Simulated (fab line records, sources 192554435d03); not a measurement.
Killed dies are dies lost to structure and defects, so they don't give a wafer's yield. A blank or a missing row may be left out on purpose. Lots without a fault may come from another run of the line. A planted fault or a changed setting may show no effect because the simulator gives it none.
Chamber matching | flow n5_finfet | N5_BEOL_M0_SAQP_ETCH_84 on rie_diel-04: 4 sister chambers
The step etches SOC in N2/H2, target depth 100 nm, overetch 20 nm, time 150 s. 20 wafers are shown with their chamber, then 10 later ones without.

WAFERS WITH THEIR CHAMBER
wafer  | chamber | drypump_motor_current_A (A) | showerhead_plenum_p_Torr (Torr) | oes_product_au (a.u.)
L075.1 | 0       | 6.0                         | 2.49                            | 0.87
L075.3 | 3       | 5.6                         | 2.45                            | 0.73
L075.6 | 2       | 5.2                         | 2.41                            | 0.64
L077.2 | 2       | 5.2                         | 2.41                            | 0.65
L077.4 | 3       | 5.6                         | 2.45                            | 0.72
L077.6 | 3       | 5.6                         | 2.45                            | 0.72
L078.1 | 0       | 6.0                         | 2.49                            | 0.85
L078.4 | 3       | 5.6                         | 2.44                            | 0.71
L078.6 | 0       | 6.0                         | 2.49                            | 0.84
L085.2 | 3       | 5.6                         | 2.44                            | 0.70
L085.4 | 2       | 5.2                         | 2.41                            | 0.63
L085.6 | 3       | 5.6                         | 2.44                            | 0.71
L088.1 | 2       | 5.2                         | 2.41                            | 0.64
L088.2 | 1       | 5.1                         | 2.58                            | 0.76
L088.5 | 1       | 5.2                         | 2.58                            | 0.77
L090.1 | 0       | 6.0                         | 2.48                            | 0.81
L090.4 | 1       | 5.1                         | 2.57                            | 0.76
L090.6 | 0       | 6.0                         | 2.48                            | 0.81
L091.1 | 0       | 6.0                         | 2.48                            | 0.81
L091.2 | 2       | 5.2                         | 2.40                            | 0.63

SIGNATURES (means of the wafers above)
reading                  | chamber 0 | chamber 1 | chamber 2 | chamber 3 | scatter within a chamber
drypump_motor_current_A  | 6.000     | 5.133     | 5.200     | 5.600     | 0.0204
showerhead_plenum_p_Torr | 2.4850    | 2.5767    | 2.4080    | 2.4450    | 0.00528
oes_product_au           | 0.8317    | 0.7633    | 0.6380    | 0.7150    | 0.0162
Rule: a wafer's distance from a chamber is the root of the sum, over the readings, of the square of ((its reading less the chamber's mean) divided by the reading's scatter). The wafer belongs to the nearest chamber; if the next one is less than 2 further off, it can't be placed. The scatter: the root of (the sum of the squares of (reading less its chamber's mean) over the shown wafers, divided by (wafers less chambers)).

WAFERS WITHOUT THEIR CHAMBER
wafer  | drypump_motor_current_A (A) | showerhead_plenum_p_Torr (Torr) | oes_product_au (a.u.)
L091.4 | 5.6                         | 2.44                            | 0.70
L094.3 | 5.6                         | 2.43                            | 0.69
L094.4 | 6.0                         | 2.48                            | 0.79
L094.5 | 5.2                         | 2.40                            | 0.63
L095.1 | 6.0                         | 2.48                            | 0.80
L095.3 | 5.2                         | 2.40                            | 0.63
L095.4 | 5.6                         | 2.43                            | 0.69
L096.1 | 5.2                         | 2.40                            | 0.62
L096.3 | 6.0                         | 2.47                            | 0.79
L096.4 | 5.1                         | 2.57                            | 0.76

WHICH CHAMBER EACH WENT THROUGH
wafer  | from the rows above | in truth
L091.4 | 3                   | 3
L094.3 | 3                   | 3
L094.4 | 0                   | 0
L094.5 | 2                   | 2
L095.1 | 0                   | 0
L095.3 | 2                   | 2
L095.4 | 3                   | 3
L096.1 | 2                   | 2
L096.3 | 0                   | 0
L096.4 | 1                   | 1
Placed correctly: 10 of 10. Can't be placed from these rows: 0. Placed wrongly: 0.
